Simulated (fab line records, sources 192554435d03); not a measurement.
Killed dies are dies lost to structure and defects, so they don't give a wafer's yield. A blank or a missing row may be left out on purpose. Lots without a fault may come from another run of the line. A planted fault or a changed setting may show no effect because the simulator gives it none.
fab line records | flow n5_finfet
record lots=24 wafers=72 last_day=18
route steps=1938 shown BEOL_M6@1249 BEOL_M7@1266
lots that met no fault: from a run of the same line without faults
start_h: hours from the record's first day to the start of the lot's first wafer shown | wait_h: hours since the lot's step before | " the same as in the row above | L1.1+2: a row that stands for several wafers | - no value, or no start given | * or withheld: withheld | < > ~ a bound
route shown NAME@n: a module of which the file shows steps, and the number in the route of the first | usual: mean/standard deviation of fault-free wafers | same: alike in all rows | chamber/n: place in a boat | sites: the reading at each site | _std_site: their standard deviation | _edge_site: outer sites' mean less inner sites' | radius_mm: how far each site lies from the wafer's centre | mask NAME#n: copy n | behind: the tool/chamber that last shaped the wafer | hold: why the lot was held/for how many hours/how that ended | device: the transistor (n, p or np) that didn't switch | end of line: the same wafers' tests at the end of the route | a step without rows: its recipe alone | killed: dies lost to structure and defects at the first sort, not the wafer's yield | map: a wafer's dies, x killed, . not, _ none there
set.NAME: the setting as run; set.NAME@STEP: as run at that earlier step | model.NAME: the simulator's own value behind a step, which no gauge read
steps of the route over a sample of lots; a table a step, a row a wafer
services: from which hour (start_h, from the record's first day; less than 0 if before it) a tool's chamber was out of use, for how many hours, and why
## steps
# step N5_BEOL_M6_DEGAS_44
# recipe ambient=vacuum temp_c=250 time_s=60
# usual heater_power_w=342/31
# columns lot.wafer tool chamber start_h wait_h heater_power_w
L074.1 pvd_sputter-02 - 181.53 0.3 370
L074.4 " - " " 429
L074.5 " - " " 342
L075.2 pvd_sputter-03 - 187.85 1.4 302
L075.4 " - " " 340
L075.6 " - " " 341
L076.1 pvd_sputter-03 - 197.84 0.6 353
L076.2 " - " " 297
L076.4 " - " " 313
L077.1 pvd_sputter-01 - 199.11 1.1 326
L077.2 " - " " 356
L077.5 " - " " 363
L078.2 pvd_sputter-01 - 210.12 0.4 340
L078.4 " - " " 331
L078.6 " - " " 362
L079.3 pvd_sputter-01 - 211.60 0.2 362
L079.4 " - " " 329
L079.6 " - " " 353
L080.3 pvd_sputter-03 - 221.96 0.2 302
L080.5 " - " " 294
L080.6 " - " " 349
L081.2 pvd_sputter-01 - 229.87 1.4 364
L081.3 " - " " 335
L081.4 " - " " 355
L082.2 pvd_sputter-01 - 233.46 0.3 362
L082.4 " - " " 318
L082.6 " - " " 363
L083.1 pvd_sputter-03 - 236.17 0.9 340
L083.2 " - " " 305
L083.3 " - " " 296
L084.2 pvd_sputter-02 - 243.27 0.5 326
L084.4 " - " " 331
L084.5 " - " " 337
L085.1 pvd_sputter-02 - 254.84 0.8 337
L085.3 " - " " 425
L085.5 " - " " 334
L086.2 pvd_sputter-02 - 259.22 0.5 331
L086.3 " - " " 370
L086.6 " - " " 420
L087.1 pvd_sputter-03 - 259.37 0.6 332
L087.3 " - " " 292
L087.6 " - " " 303
L089.1 pvd_sputter-01 - 272.45 0.3 360
L089.5 " - " " 341
L089.6 " - " " 355
L090.1 pvd_sputter-02 - 280.69 0.4 364
L090.3 " - " " 341
L090.4 " - " " 322
L088.1 pvd_sputter-03 - 280.89 0.3 302
L088.4 " - " " 350
L088.6 " - " " 295
L093.1 pvd_sputter-03 - 295.64 0.8 304
L093.3 " - " " 336
L093.4 " - " " 296
L091.2 pvd_sputter-02 - 299.69 0.3 368
L091.5 " - " " 325
L091.6 " - " " 368
L092.1 pvd_sputter-01 - 303.26 0.3 333
L092.2 " - " " 341
L092.4 " - " " 353
L094.1 pvd_sputter-03 - 303.28 0.3 303
L094.5 " - " " 352
L094.6 " - " " 309
L095.3 pvd_sputter-01 - 306.76 0.4 361
L095.4 " - " " 338
L095.6 " - " " 338
L096.1 pvd_sputter-01 - 327.17 0.3 336
L096.4 " - " " 327
L096.5 " - " " 343
L097.1 pvd_sputter-03 - 337.84 0.3 342
L097.3 " - " " 296
L097.5 " - " " 349
# step N5_BEOL_M6_ANNEAL_51
# recipe temp_c=225 time_s=90 ambient=N2
# usual wafer_temp_C_max=225.66/0.23
# columns lot.wafer tool chamber start_h wait_h wafer_temp_C_max
L074.1 rtp_anneal-02 0 186.28 4.0 225.75
L074.4 " 0 " " 225.43
L074.5 " 0 " " 225.68
L075.2 rtp_anneal-02 0 192.42 2.8 225.34
L075.4 " 0 " " 225.50
L075.6 " 0 " " 225.59
L076.1 rtp_anneal-02 0 203.47 4.7 225.44
L076.2 " 0 " " 226.04
L076.4 " 0 " " 225.69
L077.1 rtp_anneal-02 0 204.55 4.5 225.97
L077.2 " 0 " " 225.74
L077.5 " 0 " " 225.88
L078.2 rtp_anneal-02 0 215.40 4.5 226.19
L078.4 " 0 " " 225.78
L078.6 " 0 " " 225.67
L079.3 rtp_anneal-02 0 217.36 4.2 225.76
L079.4 " 0 " " 225.62
L079.6 " 0 " " 225.83
L080.3 rtp_anneal-02 0 225.52 2.8 225.68
L080.5 " 0 " " 225.80
L080.6 " 0 " " 225.66
L081.2 rtp_anneal-02 0 231.48 0.8 225.66
L081.3 " 0 " " 225.79
L081.4 " 0 " " 225.58
L082.2 rtp_anneal-01 0 236.34 1.2 225.31
L082.4 " 0 " " 225.09
L082.6 " 0 " " 225.08
L083.1 rtp_anneal-02 0 237.22 0.1 225.73
L083.2 " 0 " " 225.76
L083.3 " 0 " " 225.95
L084.2 rtp_anneal-02 0 244.26 0.1 225.46
L084.4 " 0 " " 225.86
L084.5 " 0 " " 225.46
L085.1 rtp_anneal-02 0 256.68 1.0 225.42
L085.3 " 0 " " 225.70
L085.5 " 0 " " 225.99
L086.2 rtp_anneal-01 0 263.06 3.0 225.68
L086.3 " 0 " " 226.07
L086.6 " 0 " " 225.68
L087.1 rtp_anneal-01 0 264.84 4.6 225.69
L087.3 " 0 " " 225.45
L087.6 " 0 " " 225.51
L089.1 rtp_anneal-01 0 273.66 0.1 225.57
L089.5 " 0 " " 225.81
L089.6 " 0 " " 225.34
L090.1 rtp_anneal-01 0 281.54 0.1 225.68
L090.3 " 0 " " 225.65
L090.4 " 0 " " 225.73
L088.1 rtp_anneal-01 0 281.93 0.1 225.41
L088.4 " 0 " " 225.37
L088.6 " 0 " " 225.32
L093.1 rtp_anneal-01 0 296.67 0.1 225.57
L093.3 " 0 " " 225.59
L093.4 " 0 " " 225.48
L091.2 rtp_anneal-01 0 301.50 0.1 225.60
L091.5 " 0 " " 225.60
L091.6 " 0 " " 225.38
L092.1 rtp_anneal-01 0 304.40 0.3 225.59
L092.2 " 0 " " 225.66
L092.4 " 0 " " 225.61
L094.1 rtp_anneal-02 0 304.73 0.6 226.21
L094.5 " 0 " " 226.07
L094.6 " 0 " " 225.88
L095.3 rtp_anneal-02 0 308.76 0.8 225.91
L095.4 " 0 " " 225.64
L095.6 " 0 " " 226.20
L096.1 rtp_anneal-02 0 328.73 0.5 226.07
L096.4 " 0 " " 225.87
L096.5 " 0 " " 226.17
L097.1 rtp_anneal-01 0 339.04 0.1 225.48
L097.3 " 0 " " 225.47
L097.5 " 0 " " 225.42
# step N5_BEOL_M7_PECVD_70
# recipe material=SiO2 target_thk_a=200 temp_c=400 precursor=TEOS/O2 pressure_torr=5.5 rf_w=450 teos_flow_sccm=53.8 gas=O2 flow_sccm=3000 time_s=22.7
# usual heater_power_w=786/79 showerhead_plenum_p_Torr=8.76/0.056 throttle_valve_pct=21.9/1.3
# columns lot.wafer tool chamber start_h wait_h heater_power_w showerhead_plenum_p_Torr throttle_valve_pct
L074.1 pecvd-02 1 187.68 0.0 683 8.68 20.9
L074.4 " 2 " " 776 8.81 20.4
L074.5 " 0 " " 723 8.73 21.5
L075.2 pecvd-03 0 193.79 0.0 828 8.75 23.9
L075.4 " 0 " " 799 8.76 24.0
L075.6 " 2 " " 944 8.68 21.9
L076.1 pecvd-01 0 204.90 0.0 836 8.83 24.4
L076.2 " 1 " " 793 8.73 21.6
L076.4 " 0 " " 861 8.84 24.4
L077.1 pecvd-02 0 206.14 0.0 802 8.72 21.1
L077.2 " 1 " " 593 8.70 20.6
L077.5 " 0 " " 825 8.72 21.3
L078.2 pecvd-01 2 216.76 0.0 857 8.81 21.5
L078.4 " 1 " " 808 8.77 21.4
L078.6 " 2 " " 881 8.84 21.8
L079.3 pecvd-01 2 218.68 0.0 858 8.83 21.4
L079.4 " 2 " " 855 8.81 21.7
L079.6 " 0 " " 745 8.82 24.4
L080.3 pecvd-02 2 226.84 0.0 797 8.80 20.5
L080.5 " 0 " " 791 8.70 21.1
L080.6 " 2 " " 811 8.83 20.4
L081.2 pecvd-02 0 232.86 0.0 767 8.74 21.4
L081.3 " 1 " " 664 8.69 20.7
L081.4 " 1 " " 676 8.67 20.7
L082.2 pecvd-03 2 237.69 0.0 961 8.71 21.9
L082.4 " 2 " " 970 8.68 22.2
L082.6 " 1 " " 656 8.85 21.9
L083.1 pecvd-03 1 238.62 0.0 677 8.83 22.1
L083.2 " 2 " " 878 8.70 21.8
L083.3 " 0 " " 731 8.76 23.8
L084.2 pecvd-03 1 245.62 0.0 733 8.82 22.2
L084.4 " 1 " " 753 8.86 21.8
L084.5 " 2 " " 942 8.67 22.0
L085.1 pecvd-01 1 258.08 0.0 808 8.74 21.3
L085.3 " 0 " " 827 8.81 24.5
L085.5 " 0 " " 859 8.84 24.6
L086.2 pecvd-02 2 264.44 0.0 784 8.81 20.4
L086.3 " 0 " " 798 8.73 21.1
L086.6 " 2 " " 763 8.79 20.6
L087.1 pecvd-01 1 266.25 0.0 758 8.73 21.4
L087.3 " 2 " " 877 8.81 21.9
L087.6 " 0 " " 855 8.80 24.4
L089.1 pecvd-01 1 275.06 0.0 782 8.76 21.4
L089.5 " 2 " " 884 8.82 21.6
L089.6 " 0 " " 859 8.84 24.3
L090.1 pecvd-02 0 282.96 0.0 779 8.72 21.2
L090.3 " 0 " " 784 8.72 21.2
L090.4 " 1 " " 709 8.70 20.6
L088.1 pecvd-02 1 283.44 0.0 684 8.70 20.6
L088.4 " 0 " " 778 8.74 21.5
L088.6 " 1 " " 713 8.67 20.7
L093.1 pecvd-03 2 298.32 0.0 828 8.70 22.2
L093.3 " 1 " " 736 8.85 22.2
L093.4 " 0 " " 660 8.75 23.8
L091.2 pecvd-02 1 302.85 0.0 659 8.69 20.7
L091.5 " 1 " " 672 8.68 20.7
L091.6 " 2 " " 840 8.78 20.8
L092.1 pecvd-01 0 305.84 0.0 772 8.84 24.2
L092.2 " 1 " " 827 8.74 21.6
L092.4 " 0 " " 765 8.81 24.6
L094.1 pecvd-02 1 306.17 0.0 633 8.69 20.7
L094.5 " 2 " " 823 8.80 20.8
L094.6 " 1 " " 641 8.69 20.7
L095.3 pecvd-01 2 310.08 0.0 827 8.82 21.9
L095.4 " 1 " " 764 8.75 21.6
L095.6 " 0 " " 738 8.80 24.3
L096.1 pecvd-01 0 330.13 0.0 847 8.83 24.6
L096.4 " 1 " " 799 8.74 21.4
L096.5 " 0 " " 860 8.83 24.5
L097.1 pecvd-03 0 340.46 0.0 796 8.76 24.0
L097.3 " 1 " " 719 8.87 21.9
L097.5 " 2 " " 880 8.70 22.4
# step N5_BEOL_M7_STRIP_67
# recipe chemistry=CF4 resist=SiARC power_w=300 bias_power_w=75 pressure_mtorr=50 cf4_flow_sccm=150 rf_frequency_hz=6e+07
# usual drypump_motor_current_A=5.8/0.47 oes_product_au=0.78/0.088 rf_vpp_V=270.6/1.5 showerhead_plenum_p_Torr=1.77/0.053 throttle_valve_pct=13.58/0.28
# columns lot.wafer tool chamber start_h wait_h drypump_motor_current_A oes_product_au rf_hours_counter_h rf_vpp_V showerhead_plenum_p_Torr throttle_valve_pct
L074.1 rie_diel-04 3 189.46 0.0 5.8 0.72 216 270.4 1.78 13.84
L074.4 " 0 " " 5.6 0.70 - 272.0 1.78 13.97
L074.5 " 1 " " 6.1 0.76 - 272.5 1.86 13.54
L075.2 rie_diel-03 0 195.84 0.0 6.1 0.75 183 267.7 1.71 13.75
L075.4 " 3 " " 6.2 0.79 110 270.9 1.74 13.55
L075.6 " 1 " " 4.7 0.99 - 270.5 1.83 13.20
L076.1 rie_diel-04 2 207.81 0.0 5.7 0.97 2 270.4 1.78 13.37
L076.2 " 1 " " 6.1 0.75 167 273.1 1.86 13.55
L076.4 " 3 " " 5.8 0.72 223 271.3 1.77 13.83
L077.1 rie_diel-04 3 208.07 0.0 5.8 0.72 223 271.5 1.77 13.85
L077.2 " 2 " " 5.7 0.97 2 270.3 1.78 13.37
L077.5 " 2 " " 5.7 0.97 - 271.4 1.78 13.39
L078.2 rie_diel-03 3 217.77 0.0 6.2 0.79 116 270.2 1.73 13.56
L078.4 " 0 " " 6.1 0.75 189 267.5 1.71 13.75
L078.6 " 3 " " 6.2 0.79 - 270.1 1.73 13.55
L079.3 rie_diel-04 1 220.37 0.0 6.1 0.76 171 274.8 1.86 13.57
L079.4 " 3 " " 5.8 0.71 227 271.8 1.77 13.87
L079.6 " 0 " " 5.6 0.69 - 269.9 1.78 13.97
L080.3 rie_diel-04 2 228.79 0.0 5.7 0.95 8 270.4 1.78 13.40
L080.5 " 2 " " 5.7 0.94 - 271.1 1.78 13.39
L080.6 " 3 " " 5.8 0.72 - 269.4 1.77 13.86
L081.2 rie_diel-02 1 233.95 0.0 5.7 0.74 152 268.3 1.66 13.27
L081.3 " 0 " " 5.7 0.74 162 271.9 1.79 13.81
L081.4 " 3 " " 6.3 0.92 13 271.8 1.84 13.04
L082.2 rie_diel-03 2 240.55 0.0 6.2 0.71 183 268.6 1.72 13.64
L082.4 " 1 " " 4.7 0.93 13 270.2 1.83 13.23
L082.6 " 1 " " 4.7 0.93 - 272.3 1.83 13.24
L083.1 rie_diel-03 0 240.84 0.0 6.1 0.74 196 269.4 1.71 13.75
L083.2 " 3 " " 6.2 0.78 123 269.8 1.73 13.58
L083.3 " 2 " " 6.2 0.72 183 268.3 1.72 13.62
L084.2 rie_diel-03 0 248.26 0.0 6.1 0.74 198 269.6 1.70 13.75
L084.4 " 1 " " 4.7 0.92 17 271.5 1.83 13.22
L084.5 " 3 " " 6.2 0.79 - 270.6 1.73 13.59
L085.1 rie_diel-03 1 259.80 0.0 4.7 0.93 20 273.8 1.83 13.23
L085.3 " 3 " " 6.2 0.78 128 269.0 1.73 13.59
L085.5 " 1 " " 4.7 0.92 - 271.9 1.83 13.23
L086.2 rie_diel-04 0 266.72 0.0 5.6 0.69 231 269.6 1.77 14.01
L086.3 " 2 " " 5.7 0.92 21 269.4 1.77 13.43
L086.6 " 1 " " 6.1 0.73 - 271.9 1.86 13.58
L087.1 rie_diel-04 2 267.45 0.0 5.7 0.91 21 270.7 1.77 13.44
L087.3 " 3 " " 5.8 0.70 238 270.1 1.77 13.90
L087.6 " 1 " " 6.1 0.74 - 272.0 1.85 13.60
L089.1 rie_diel-03 2 278.01 0.0 6.2 0.71 197 269.4 1.72 13.68
L089.5 " 0 " " 6.1 0.73 - 269.8 1.70 13.80
L089.6 " 3 " " 6.2 0.76 - 270.1 1.73 13.60
L090.1 rie_diel-03 2 285.69 0.0 6.2 0.71 201 271.4 1.72 13.68
L090.3 " 3 " " 6.2 0.77 138 269.8 1.73 13.61
L090.4 " 1 " " 4.7 0.89 31 270.7 1.82 13.27
L088.1 rie_diel-04 1 286.03 0.0 6.1 0.73 194 272.4 1.85 13.61
L088.4 " 2 " " 5.7 0.90 28 270.5 1.77 13.44
L088.6 " 0 " " 5.6 0.68 - 268.9 1.77 14.01
L093.1 rie_diel-04 0 300.11 0.0 5.6 0.67 244 270.2 1.77 14.03
L093.3 " 1 " " 6.1 0.73 200 273.5 1.85 13.63
L093.4 " 1 " " 6.1 0.73 - 271.7 1.85 13.64
L091.2 rie_diel-03 2 304.03 0.0 6.2 0.70 206 269.2 1.71 13.69
L091.5 " 1 " " 4.7 0.89 - 272.1 1.82 13.28
L091.6 " 2 " " 6.2 0.71 - 270.4 1.72 13.68
L092.1 rie_diel-02 0 306.94 0.0 5.7 0.71 180 270.9 1.78 13.83
L092.2 " 3 " " 6.3 0.88 32 273.4 1.83 13.12
L092.4 " 1 " " 5.7 0.73 172 267.3 1.66 13.31
L094.1 rie_diel-02 0 307.29 0.0 5.7 0.72 181 271.7 1.78 13.83
L094.5 " 3 " " 6.3 0.88 - 273.5 1.83 13.10
L094.6 " 0 " " 5.7 0.72 - 270.5 1.78 13.85
L095.3 rie_diel-02 0 312.33 0.0 5.7 0.72 182 269.4 1.78 13.85
L095.4 " 1 " " 5.7 0.73 173 268.9 1.66 13.29
L095.6 " 2 " " 5.1 0.87 - 270.6 1.75 13.09
L096.1 rie_diel-03 1 332.22 0.0 4.7 0.87 46 270.6 1.82 13.30
L096.4 " 0 " " 6.1 0.73 225 268.0 1.70 13.83
L096.5 " 1 " " 4.7 0.87 - 271.0 1.82 13.30
L097.1 rie_diel-02 3 342.07 0.0 6.2 0.87 43 271.6 1.83 13.12
L097.3 " 1 " " 5.7 0.72 182 268.8 1.65 13.32
L097.5 " 1 " " 5.7 0.72 - 267.0 1.65 13.35
# step N5_BEOL_M7_CD_MEAS_18
# recipe pitch_nm=80 target_cd_nm=40
# usual cd_nm=40.1/0.43
# columns lot.wafer tool chamber start_h wait_h cd_nm
L074.1 cd_sem-02 - 189.68 0.0 40.4
L074.4 " - " " 40.4
L074.5 " - " " 40.0
L075.2 cd_sem-01 - 196.06 0.1 39.8
L075.4 " - " " 39.3
L075.6 " - " " 39.3
L076.1 cd_sem-01 - 208.09 0.0 40.6
L076.2 " - " " 40.0
L076.4 " - " " 40.6
L077.1 cd_sem-01 - 208.29 0.0 39.7
L077.2 " - " " 39.1
L077.5 " - " " 40.4
L078.2 cd_sem-03 - 218.00 0.1 40.4
L078.4 " - " " 39.7
L078.6 " - " " 40.0
L079.3 cd_sem-02 - 220.59 0.1 39.7
L079.4 " - " " 39.5
L079.6 " - " " 40.6
L080.3 cd_sem-03 - 229.06 0.1 41.1
L080.5 " - " " 40.5
L080.6 " - " " 40.4
L081.2 cd_sem-03 - 234.17 0.1 40.2
L081.3 " - " " 39.8
L081.4 " - " " 40.4
L082.2 cd_sem-01 - 240.77 0.1 40.6
L082.4 " - " " 40.5
L082.6 " - " " 40.1
L083.1 cd_sem-01 - 241.08 0.0 39.6
L083.2 " - " " 40.5
L083.3 " - " " 39.4
L084.2 cd_sem-01 - 248.49 0.1 39.8
L084.4 " - " " 39.4
L084.5 " - " " 39.3
L085.1 cd_sem-03 - 260.15 0.0 39.5
L085.3 " - " " 39.8
L085.5 " - " " 40.5
L086.2 cd_sem-01 - 266.95 0.1 40.9
L086.3 " - " " 40.7
L086.6 " - " " 39.9
L087.1 cd_sem-01 - 267.67 0.0 40.0
L087.3 " - " " 40.0
L087.6 " - " " 39.8
L089.1 cd_sem-01 - 278.30 0.0 39.9
L089.5 " - " " 39.8
L089.6 " - " " 39.9
L090.1 cd_sem-01 - 286.07 0.0 40.1
L090.3 " - " " 40.3
L090.4 " - " " 40.0
L088.1 cd_sem-02 - 286.43 0.0 40.2
L088.4 " - " " 39.8
L088.6 " - " " 40.5
L093.1 cd_sem-02 - 300.39 0.0 40.2
L093.3 " - " " 40.3
L093.4 " - " " 39.1
L091.2 cd_sem-01 - 304.27 0.1 40.1
L091.5 " - " " 40.7
L091.6 " - " " 40.1
L092.1 cd_sem-02 - 307.16 0.0 40.0
L092.2 " - " " 40.8
L092.4 " - " " 40.2
L094.1 cd_sem-03 - 307.63 0.0 39.5
L094.5 " - " " 40.3
L094.6 " - " " 40.3
L095.3 cd_sem-02 - 312.55 0.1 39.3
L095.4 " - " " 40.7
L095.6 " - " " 40.3
L096.1 cd_sem-03 - 332.53 0.0 40.6
L096.4 " - " " 39.7
L096.5 " - " " 39.8
L097.1 cd_sem-01 - 342.39 0.0 40.0
L097.3 " - " " 40.8
L097.5 " - " " 40.7
# step N5_BEOL_M7_ALD_77
# recipe material=TaN target_thk_a=20 temp_c=275 ald_precursor_family=PDMAT ald_co_reactant=NH3 pressure_torr=3 carrier_flow_sccm=1500 pulse_time_s=2 purge_time_s=3 co_reactant_purge_time_s=2 co_reactant_pulse_time_s=3 ald_cycles=40 precursor_vessel_temp_c=75 precursor_vessel_pressure_torr=26.25 precursor_vessel_carrier_sccm=1000
# usual heater_power_w=396/34
# columns lot.wafer tool chamber start_h wait_h heater_power_w
L074.1 ald_metal-02 3 191.63 0.0 361
L074.4 " 1 " " 442
L074.5 " 2 " " 424
L075.2 ald_metal-01 3 198.02 0.0 432
L075.4 " 2 " " 327
L075.6 " 1 " " 386
L076.1 ald_metal-03 2 209.95 0.1 394
L076.2 " 0 " " 427
L076.4 " 3 " " 361
L077.1 ald_metal-02 2 210.06 0.0 432
L077.2 " 0 " " 356
L077.5 " 3 " " 362
L078.2 ald_metal-01 1 219.87 0.0 385
L078.4 " 0 " " 415
L078.6 " 2 " " 331
L079.3 ald_metal-01 1 222.19 0.0 389
L079.4 " 2 " " 328
L079.6 " 0 " " 424
L080.3 ald_metal-03 2 230.87 0.0 410
L080.5 " 0 " " 418
L080.6 " 3 " " 366
L081.2 ald_metal-02 0 236.53 0.2 352
L081.3 " 2 " " 432
L081.4 " 3 " " 368
L082.2 ald_metal-03 1 242.45 0.0 393
L082.4 " 2 " " 397
L082.6 " 1 " " 391
L083.1 ald_metal-02 3 242.91 0.1 360
L083.2 " 0 " " 342
L083.3 " 1 " " 445
L084.2 ald_metal-03 3 251.62 0.1 370
L084.4 " 1 " " 409
L084.5 " 0 " " 426
L085.1 ald_metal-03 2 262.16 0.0 405
L085.3 " 3 " " 373
L085.5 " 1 " " 382
L086.2 ald_metal-03 2 269.49 0.0 395
L086.3 " 1 " " 386
L086.6 " 2 " " 401
L087.1 ald_metal-01 0 270.03 0.0 423
L087.3 " 3 " " 435
L087.6 " 3 " " 432
L089.1 ald_metal-03 2 280.94 0.0 403
L089.5 " 3 " " 375
L089.6 " 2 " " 400
L090.1 ald_metal-03 1 292.76 0.1 406
L090.3 " 2 " " 409
L090.4 " 3 " " 364
L088.1 ald_metal-02 1 294.83 0.0 439
L088.4 " 0 " " 340
L088.6 " 2 " " 437
L093.1 ald_metal-03 2 302.78 0.0 387
L093.3 " 1 " " 392
L093.4 " 0 " " 422
L091.2 ald_metal-03 1 306.74 0.0 387
L091.5 " 0 " " 420
L091.6 " 1 " " 391
L092.1 ald_metal-03 0 309.01 0.2 422
L092.2 " 2 " " 411
L092.4 " 3 " " 373
L094.1 ald_metal-02 2 309.26 0.0 435
L094.5 " 2 " " 424
L094.6 " 3 " " 356
L095.3 ald_metal-02 1 315.61 0.0 435
L095.4 " 2 " " 444
L095.6 " 3 " " 344
L096.1 ald_metal-01 2 336.76 0.2 327
L096.4 " 3 " " 437
L096.5 " 2 " " 324
L097.1 ald_metal-02 2 345.04 0.1 431
L097.3 " 1 " " 448
L097.5 " 3 " " 365
## services
# columns tool chamber start_h hours kind
pecvd-02 1 165.64 2.1 scheduled_down
rie_diel-03 1 170.57 - clean
rie_diel-03 1 170.57 - consumable_replace:focus_ring
rie_diel-03 1 170.57 23.4 scheduled_down
rie_diel-03 1 170.57 23.4 vent_cycle
rie_diel-04 2 185.70 - clean
ald_metal-03 3 188.01 4.7 repair
pecvd-03 1 193.72 6.0 repair
ald_metal-02 - 211.10 0.3 repair
ald_metal-02 3 220.56 8.6 repair
ald_metal-01 - 230.84 8.7 pm
rie_diel-04 2 250.08 2.5 repair
rie_diel-04 3 257.50 8.1 repair
rtp_anneal-02 - 260.73 4.3 pm
rie_diel-02 - 270.26 14.6 pm
pecvd-02 2 274.35 22.4 repair
ald_metal-02 3 279.23 4.1 repair
pvd_sputter-03 - 285.89 3.8 repair
rie_diel-02 - 289.47 0.3 repair
rtp_anneal-02 - 293.34 3.0 pm
ald_metal-02 1 295.78 3.4 repair
pecvd-02 0 303.38 4.9 repair
ald_metal-01 1 320.48 60.7 repair
ald_metal-01 - 337.25 14.0 pm
## key
fault none
